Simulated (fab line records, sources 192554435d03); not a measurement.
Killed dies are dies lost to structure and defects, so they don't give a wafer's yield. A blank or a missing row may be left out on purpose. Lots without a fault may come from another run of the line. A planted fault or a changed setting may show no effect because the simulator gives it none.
Problem report in the 8D (eight disciplines) form, filled by code | flow n5_finfet | the parts of the form that need people (team, actions taken, sign-off) are left out

1. THE PROBLEM
killed_at_M0_to_M3 at N5_PASSIVATION_PROBE_49 reads a mean of 148 on 2 wafers of 2 lots; wafers without a fault read 34 with a standard deviation of 10. That is +11 standard deviations from the usual mean.
First seen on wafer L550.2, day 18 10:00, on prober-02. The record holds 36 wafers of 12 lots with a number at this step. Rule for "out", or "out of limits": more than 4 standard deviations from the usual mean. The other wafers with a number count as sound.

2. WHAT IT IS AND WHAT IT IS NOT
question                    | is                                                                                                      | is not
which readings at this step | killed_at_M0_to_M3, defect_limited_yield, killed_dies, sort_bin_5_function, sort_n_pass, sort_yield_pct | killed_at_M4_up, killed_at_contacts, killed_at_front_end, killed_open, killed_short, sort_bin_8_speed
which lots                  | L550, L551                                                                                              | L529, L531, L532, L533, L534, L536, L537, L541, L542, L549
which wafers of those lots  | L550.2, L551.1                                                                                          | L550.4, L550.6, L551.5, L551.6
read on which tools         | prober-02                                                                                               | prober-01
when                        | from day 18 10:00                                                                                       | up to then (30 sound wafers); but 4 sound wafers of L550, L551 came after

3. SUSPECTS, AND WHAT RULES EACH OUT
Counting: a tool at a process step up to the reading stays a suspect if it ran every lot that is out. Sound lots after the first of them don't rule it out here, since some wafers of a struck lot are sound.
- rie_diel-02 at N5_BEOL_M1_ETCHBACK_99 (etches SiO2 in CHF3, target depth 5 nm, time 10.4 s): kept. It ran every lot that is out, first L550 (day 11 18:20); its last sound lot up to then is L549 (day 11 14:11).
- rie_diel-01 at N5_PASSIVATION_PASS_ETCH_47 (etches SiNx in CF4/O2, target depth 770 nm, time 385 s): kept. It ran every lot that is out, first L550 (day 18 06:56); its last sound lot up to then is L532 (day 13 18:32).
- prober-02 at N5_PASSIVATION_PROBE_49: kept. It ran every lot that is out, first L550 (day 18 10:00); its last sound lot up to then is L549 (day 18 03:27). Its own readings are out on those wafers: defect_limited_yield, killed_at_M0_to_M3, killed_dies, sort_bin_5_function, sort_n_pass, sort_yield_pct.
- Within rie_diel-02 at N5_BEOL_M1_ETCHBACK_99: the wafers that are out ran in chamber 0; their sound lot-mates ran in chambers 1, 2, 3.
Left after counting: rie_diel-02 at N5_BEOL_M1_ETCHBACK_99, rie_diel-01 at N5_PASSIVATION_PASS_ETCH_47, prober-02 at N5_PASSIVATION_PROBE_49.

4. THE CAUSE (what the simulator had put in)
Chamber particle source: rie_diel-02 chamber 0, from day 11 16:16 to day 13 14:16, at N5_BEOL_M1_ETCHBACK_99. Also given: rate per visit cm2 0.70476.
Counting left 3 suspects, and this tool is among them.

5. THE CHAIN OF EFFECTS, in route order
Each row: a reading whose mean over the struck wafers that have a number lies more than 3 standard deviations from the usual. Only readings for which the record gives a usual standard deviation are gone through. hours: the time from each lot's start at the first step in this table that gives one to its start at this step, as a median over the lots. sigmas: the change in usual standard deviations.
hours | step                    | reading              | usual  | on struck wafers | change | sigmas
0     | N5_PASSIVATION_PROBE_49 | defect_limited_yield | 91.4 % | 82.0             | -9.4   | -6.2
0     | N5_PASSIVATION_PROBE_49 | killed_at_M0_to_M3   | 34     | 148              | +114   | +11
0     | N5_PASSIVATION_PROBE_49 | killed_dies          | 101    | 212              | +110   | +6.1
0     | N5_PASSIVATION_PROBE_49 | sort_bin_5_function  | 5.0 %  | 11.4             | +6.4   | +6.6
0     | N5_PASSIVATION_PROBE_49 | sort_n_pass          | 1079   | 968              | -110   | -6.1
0     | N5_PASSIVATION_PROBE_49 | sort_yield_pct       | 91.4 % | 82.0             | -9.4   | -6.2
The process steps in it:
- N5_PASSIVATION_PROBE_49

6. WHAT WOULD HAVE CAUGHT IT SOONER
In this record the first reading out of limits was taken at day 18 10:00, 162 hours after the fault began at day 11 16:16.
Of the tool readings at N5_BEOL_M1_ETCHBACK_99 for which the record gives a usual standard deviation, none was out on any struck wafer, so an alarm limit of 4 standard deviations on them would not have fired.
All the lots that are out (2) had begun N5_BEOL_M1_ETCHBACK_99 on rie_diel-02 by day 18 10:00. A hold on the tool at that time would have spared none of them.
